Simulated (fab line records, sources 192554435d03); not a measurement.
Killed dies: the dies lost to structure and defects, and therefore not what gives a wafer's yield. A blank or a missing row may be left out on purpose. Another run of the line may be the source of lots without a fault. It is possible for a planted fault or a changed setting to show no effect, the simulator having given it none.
A lot that was struck, set against a sound lot	flow n5 finfet	14 steps out of a route of 1938
Sound: wafers L816.3, L816.4, L816.6. Struck: wafer L824.4 (left out: L824.1, L824.3 of the same lot, which were not struck); the cause appears at the end.
Each step with rows lists, per side, the tool, then ch with its chambers, then its first start. Under that, the readings that differ: sound wafers	struck wafers	difference of the means	sigmas: that difference in standard deviations of wafers without a fault.
alike: a reading whose means differ by less than 2 such deviations, as well as words and numbers matching on both sides. not compared: withheld readings; readings where some wafer has no value; bounds like >300 that might hide an equal value; numbers whose values overlap and for which the record gives no deviation.
Wherever a step has rows on one side only, a row that says differs or no value, or a row with sigmas, the two part there. Numbers that don't overlap but have no deviation are shown without sigmas and don't part them. A reading missing from all wafers of one side parts the sides only when that side holds two or more wafers.

first, 3 steps without rows for these wafers: N5_BEOL_M9_EXPOSE_25 (exposes mask V8); N5_BEOL_M9_PEB_26 (peb time 60 s); N5_BEOL_M9_DEVELOP_27 (develop time 30 s).
N5_BEOL_M9_CD_MEAS_28 targets a cd of 70 nm.
  sound on cd sem-03 ch 0, day 10 08:28; struck on cd sem-03 ch 0, day 12 10:08
  alike: cd nm
N5_BEOL_M9_OVL_MEAS_29:
  sound on overlay-01 ch 0, day 10 08:32; struck on overlay-02 ch 0, day 12 10:10
  alike: V8_OVL
N5_BEOL_M9_INSPECT_30: inspects for defects (brightfield).
  struck on defect inspect-02, day 12 10:13; sound on defect inspect-01, day 10 08:35
  alike: raw defect count
N5_BEOL_M9_DESCUM_33: chemistry O2, time 7 s.
  sound on rie diel-05 ch 0,1,3, day 10 08:37; struck on rie diel-05 ch 3, day 12 10:15
reading	sound	struck	difference	sigmas
oes product au (a.u.)	0.85 0.86 0.70	0.99	+0.19	+3
throttle valve pct (%)	20.66 20.22 20.32	19.99	-0.41	-2
  alike: drypump motor current A, rf vpp V, showerhead plenum p Torr
  not compared: rf hours counter h
N5_BEOL_M9_ETCH_76: etches underlayer in N2/H2, target depth 6.5 nm, time 5.2 s.
  sound on rie diel-05 ch 0,1,3, day 10 08:40; struck on rie diel-05 ch 3, day 12 10:17
reading	sound	struck	difference	sigmas
oes product au (a.u.)	0.72 0.73 0.59	0.83	+0.15	+3
throttle valve pct (%)	18.16 17.66 17.80	17.43	-0.44	-2
  alike: drypump motor current A, etch rf on time s, rf vpp V, showerhead plenum p Torr
  not compared: rf hours counter h
N5_BEOL_M9_ETCH_65: etches SiARC in CF4, target depth 15.6 nm, time 26 s.
  sound on rie diel-05 ch 0,1,3, day 10 08:41; struck on rie diel-05 ch 3, day 12 10:19
reading	sound	struck	difference	sigmas
etch rf on time s (s)	25.1 24.9 26.0	26.3	+1.0	+2
oes product au (a.u.)	0.74 0.74 0.59	0.84	+0.15	+2
throttle valve pct (%)	15.78 15.38 15.64	15.18	-0.42	-2
  alike: cf4 flow sccm, drypump motor current A, rf vpp V, showerhead plenum p Torr
  not compared: rf hours counter h
N5_BEOL_M9_ETCH_66: etches SOC in N2/H2, target depth 80 nm, overetch 16 nm, time 120 s.
  sound on rie diel-05 ch 0,1,3, day 10 08:42; struck on rie diel-05 ch 3, day 12 10:20
reading	sound	struck	difference	sigmas
oes product au (a.u.)	0.64 0.65 0.54	0.76	+0.15	+3
throttle valve pct (%)	18.12 17.59 17.77	17.35	-0.48	-2
  alike: drypump motor current A, rf vpp V, showerhead plenum p Torr
  not compared: rf hours counter h
then, 2 steps without rows for these wafers: N5_BEOL_M9_STRIP_69 (strips in N2/H2); N5_BEOL_M9_STRIP_77 (strips in N2/H2).
N5_BEOL_M9_VIA_ETCH_34: etches SiCOH lowk in C4F6/O2, target depth 182.4 nm, time 68.4 s.
  sound on rie diel-05 ch 0,1,3, day 10 08:48; struck on rie diel-05 ch 3, day 12 10:26
reading	sound	struck	difference	sigmas
oes product au (a.u.)	0.85 0.85 0.70	1.35	+0.55	+8
model.etch.depth nm (nm)	186.9 187.4 180.3	289.2	+104.3	
model.SOC_of_BEOL_M9_COAT_63.thk nm (nm)	50.6 50.8 51	45.4	-5.4	
  alike: C4F6_flow_sccm, drypump motor current A, rf vpp V, showerhead plenum p Torr, throttle valve pct
  not compared: rf hours counter h
then, 1 step without rows for these wafers: N5_BEOL_M9_STRIP_73 (strips in C4F6/O2).

WHERE THEY PART
Last at N5_BEOL_M9_VIA_ETCH_34 as far as this record goes, first at N5_BEOL_M9_DESCUM_33.

WHY: what had been put in by the simulator
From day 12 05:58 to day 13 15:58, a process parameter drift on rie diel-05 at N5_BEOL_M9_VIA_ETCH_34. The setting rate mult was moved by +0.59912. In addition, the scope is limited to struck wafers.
